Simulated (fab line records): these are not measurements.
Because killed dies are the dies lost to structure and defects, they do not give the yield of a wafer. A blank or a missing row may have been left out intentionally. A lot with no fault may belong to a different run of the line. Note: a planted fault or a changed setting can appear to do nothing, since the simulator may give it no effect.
Split-lot trial	flow n5Finfet	21 wafers read from 7 lots, route of 1938 steps

== SPLIT DETAILS ==
At N5_BEOL_M14_ILD_DEP_00 (deposits SiO2 from TEOS/O2, target thk 1119.3 nm, time 237.4 s), the setting timeS was moved away from the recipe's 237.4 s on 5 of the 21 wafers read, by -12.9% to +6.2%. The other wafers ran this setting at the recipe's value.

Split to reading: the file shows no intervening step.

== THE READING ==
M14_ILD_THK, in nm, at N5_BEOL_M14_THK_MEAS_01. Fault-free wafers of this fab line usually give 1120 nm, standard deviation 18 nm.

wafer	tool, chamber at the split	timeS as run, s	against the recipe	M14_ILD_THK, nm	against lot-mates on the recipe
L076.1	pecvd-04, 1	252.1	+6.2%	1157	+47
L076.4	pecvd-04, 1	252.1	+6.2%	1185	+75
L076.5	pecvd-04, 1	237.4	recipe	1110	-
L078.2	pecvd-04, 1	237.4	recipe	1078	-
L078.5	pecvd-04, 0	206.7	-12.9%	979	-99
L078.6	pecvd-04, 1	206.7	-12.9%	954	-124
L079.2	pecvd-01, 2	237.4	recipe	1092	-
L079.3	pecvd-01, 1	237.4	recipe	1107	-
L079.5	pecvd-01, 2	237.4	recipe	1118	-
L082.2	pecvd-04, 0	237.4	recipe	1108	-
L082.4	pecvd-04, 0	211.3	-11.0%	999	-116
L082.6	pecvd-04, 1	237.4	recipe	1121	-
L086.1	pecvd-04, 2	237.4	recipe	1088	-
L086.5	pecvd-04, 1	237.4	recipe	1101	-
L086.6	pecvd-04, 2	237.4	recipe	1114	-
L089.4	pecvd-01, 2	237.4	recipe	1135	-
L089.5	pecvd-01, 0	237.4	recipe	1165	-
L089.6	pecvd-01, 1	237.4	recipe	1137	-
L094.2	pecvd-01, 0	237.4	recipe	1121	-
L094.3	pecvd-01, 2	237.4	recipe	1096	-
L094.4	pecvd-01, 1	237.4	recipe	1127	-

FIT RESULTS
A straight line over all 21 wafers: M14_ILD_THK changes by +10.8 nm for each +1% of timeS; r = +0.94; the points scatter about the line by 20 nm.
The same after taking each lot's own level away (the mean of its wafers on the recipe; 21 wafers): +9.25 nm for each +1%; r = +0.97; scatter 12 nm.
On that fit, the largest move of timeS shifts the reading by 1.2e+02 nm.
Measured against the standard deviation above, the lots' own levels, which go from 1078.0 to 1145.7 nm, span 3.8 times it.
In other words, the slope is changed by the lot-to-lot level; the two fits disagree.
Check: -129 nm against its lot-mates is what the line predicts for one of the wafers moved furthest among these (-12.9%) when that wafer is left out of the fit. It came out at -99 nm against them.

== ADDITIONAL SPLITS CARRIED BY THESE WAFERS ==
Before the reading, these wafers also passed through other splits. Each is held against what the fit with the lots' levels taken away leaves over:
other split on the same wafers	wafers away from the commonest value	r with M14_ILD_THK (lot level and that fit taken away)
N5_BEOL_M7_ETCH_41 sourceW	4	+0.09
N5_BEOL_M10_ILD_DEP_00 timeS	4	+0.06
N5_BEOL_M11_VIA_ETCH_34 timeS	4	-0.02

== THE WHOLE CHAIN: every reading that the file lists as answering this split, in the file's order ==
step	what it does	reading	change (the file's fit)	r (the file's)
N5_BEOL_M14_ILD_DEP_00	deposits SiO2 from TEOS/O2, target thk 1119.3 nm, time 237.4 s	SiO2_of_BEOL_M14_ILD_DEP_00.thkNm (the simulator's own value, which no gauge read)	+9.53 nm for each +1% of the setting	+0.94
N5_BEOL_M14_THK_MEAS_01		M14_ILD_THK	+9.51 for each +1% of the setting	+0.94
N5_BEOL_M14_VIA_ETCH_16	etches SiO2 in C4F8/O2/Ar, target depth 1231.3 nm	etch.depthNm (the simulator's own value, which no gauge read)	+9.53 nm for each +1% of the setting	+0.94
N5_BEOL_M14_ETCH_38	etches SiCN in CF4/N2, target depth 106.5 nm, time 120.6 s	SiO2_of_BEOL_M14_ILD_DEP_00.thkNm (the simulator's own value, which no gauge read)	+9.43 nm for each +1% of the setting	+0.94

== FILE'S OWN FIT ==
M14_ILD_THK changes by +9.51 nm for each +1% of timeS, r = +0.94.
